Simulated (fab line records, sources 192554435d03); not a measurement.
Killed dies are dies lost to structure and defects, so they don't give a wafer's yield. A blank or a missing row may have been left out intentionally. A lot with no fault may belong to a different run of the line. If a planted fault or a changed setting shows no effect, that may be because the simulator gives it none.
2 desks looking at one fault ; flow n5_finfet ; each desk holds nothing but its own numbers, with what lay behind them at the end

## THE METROLOGY DESK
What the gauges read, lot by lot, whatever tool the lot ran on: means of the sampled wafers that have a number. Any lot whose mean is over 4 standard deviations away from the usual mean is out of limits and marked OUT; that distance is given in the brackets.
Columns: A = cd_nm at N5_STI_FIN_REVEAL_CD_MEAS_22, usual 6.2 nm; B = cd_nm at N5_SD_EPI_P_CD_MEAS_09, usual 240.2 nm
lot;first seen here;A;B
L146;day 2 15:07;6.0;239.8
L149;day 3 07:43;6.1;241.2
L150;day 3 13:55;6.2;240.0
L151;day 3 19:19;6.5;240.0
L153;day 4 07:23;6.0;241.0
L154;day 4 17:02;6.0;240.3
L155;day 4 19:05;6.4;240.1
L156;day 5 05:19;6.2;240.2
L157;day 5 11:39;6.3;239.8
L158;day 5 15:03;6.3;240.6
L163;day 6 18:59;6.3;239.4
L167;day 7 20:39;6.1;239.1
This desk's finding: nothing out of limits on any of the 12 lots.

## FOR THE TOOL OWNER'S DESK: rie_diel-01
The tool's own readings at N5_SD_EPI_N_ETCH_45 (etches SiOCN in CH3F/O2, target depth 6 nm): means of the sampled wafers that have a number, for each lot that ran on this tool. Any lot whose mean is over 4 standard deviations away from the usual mean is out of limits and marked OUT; that distance is given in the brackets.
Columns: A = drypump_motor_current_A at N5_SD_EPI_N_ETCH_45, usual 5.9 A; B = mfc_ar_sccm at N5_SD_EPI_N_ETCH_45, usual 149.9 sccm; C = oes_product_au at N5_SD_EPI_N_ETCH_45, usual 0.78 a.u.; D = rf_vpp_V at N5_SD_EPI_N_ETCH_45, usual 127.6 V; E = showerhead_plenum_p_Torr at N5_SD_EPI_N_ETCH_45, usual 2.02 Torr; F = throttle_valve_pct at N5_SD_EPI_N_ETCH_45, usual 23.38 %
lot;first seen here;A;B;C;D;E;F
L146;day 3 03:11;6.0;149.7;0.73;126.9;1.97;23.48
L155;day 5 12:31;6.1;149.8;0.84;127.1;1.98;23.34
L163;day 7 12:16;6.2;150.1;0.62;127.3;1.99;23.48
L167;day 8 08:14;6.2;150.8;0.56;127.5;1.99;23.35
This desk's finding: nothing out of limits on any of the 4 lots.

## PUT TOGETHER
Nothing out of limits was seen by the metrology desk.
Nothing out of limits was seen by the tool owner's desk.

## WHAT THE SIMULATOR PUT IN
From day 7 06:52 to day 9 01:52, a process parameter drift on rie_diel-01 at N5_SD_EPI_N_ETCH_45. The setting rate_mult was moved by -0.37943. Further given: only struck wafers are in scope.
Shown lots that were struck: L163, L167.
